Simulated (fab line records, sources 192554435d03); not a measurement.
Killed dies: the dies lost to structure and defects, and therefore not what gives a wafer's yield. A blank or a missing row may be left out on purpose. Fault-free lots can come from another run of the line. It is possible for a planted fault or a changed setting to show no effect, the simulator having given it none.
Matching of chambers    flow n5Finfet    rieDiel-01 running N5_FIN_CUT_ETCH_21: 4 sister chambers
The step etches SOC in N2/H2, target depth 219 nm, overetch 43.8 nm, time 523.5 s. 22 wafers are shown with their chamber, then 11 later ones without.

EACH WAFER AND ITS CHAMBER
wafer   chamber  showerheadPlenumPTorr (Torr)  drypumpMotorCurrentA (A)  oesProductAu (a.u.)
L079.1  2        2.64                          6.0                       0.70
L079.2  1        2.61                          6.5                       0.90
L079.3  0        2.45                          6.0                       0.75
L079.4  3        2.44                          5.0                       0.68
L079.5  3        2.44                          5.0                       0.69
L079.6  0        2.45                          6.0                       0.75
L083.2  2        2.64                          6.0                       0.69
L083.5  2        2.64                          6.0                       0.70
L083.6  0        2.45                          6.0                       0.74
L086.1  3        2.44                          5.0                       0.68
L086.2  0        2.44                          6.1                       0.74
L086.3  2        2.64                          5.9                       0.70
L086.4  1        2.61                          6.5                       0.86
L086.5  3        2.44                          5.0                       0.68
L086.6  2        2.64                          6.0                       0.69
L089.2  2        2.64                          6.0                       0.68
L089.3  1        2.61                          6.5                       0.85
L089.6  3        2.44                          5.0                       0.67
L091.2  2        2.64                          5.9                       0.68
L091.4  1        2.60                          6.5                       0.84
L091.5  2        2.64                          5.9                       0.68
L095.2  2        2.63                          5.9                       0.68

SIGNATURES (averages over the wafers above)
reading                chamber 0  chamber 1  chamber 2  chamber 3  scatter within a chamber
showerheadPlenumPTorr  2.4475     2.6075     2.6389     2.4400     0.00364
drypumpMotorCurrentA   6.025      6.500      5.956      5.000      0.0406
oesProductAu           0.7450     0.8625     0.6889     0.6800     0.013
Rule: distance of a wafer from a chamber = root of the sum over the readings of ((wafer's reading minus chamber's mean) / reading's scatter) squared. The wafer belongs to the nearest chamber; if the next one is less than 2 further off, it can't be placed. The scatter: take each reading less its chamber's mean, square it, sum over the shown wafers, divide by the number of wafers less the number of chambers, and take the root.

WAFERS WITH NO CHAMBER GIVEN
wafer   showerheadPlenumPTorr (Torr)  drypumpMotorCurrentA (A)  oesProductAu (a.u.)
L095.3  2.44                          6.1                       0.72
L095.5  2.63                          6.0                       0.68
L096.2  2.43                          5.0                       0.67
L096.4  2.60                          6.5                       0.83
L096.6  2.44                          6.0                       0.72
L097.1  2.63                          6.0                       0.68
L097.2  2.60                          6.5                       0.82
L097.3  2.44                          6.0                       0.73
L097.4  2.43                          5.0                       0.66
L097.5  2.43                          5.0                       0.66
L097.6  2.63                          6.0                       0.68

WHICH CHAMBER EACH ONE RAN IN
wafer   from the rows above  in truth
L095.3  0                    0
L095.5  2                    2
L096.2  3                    3
L096.4  1                    1
L096.6  0                    0
L097.1  2                    2
L097.2  1                    1
L097.3  0                    0
L097.4  3                    3
L097.5  3                    3
L097.6  2                    2
Placed correctly: 11 of 11. Number that these rows cannot place: 0. Placed wrongly: 0.
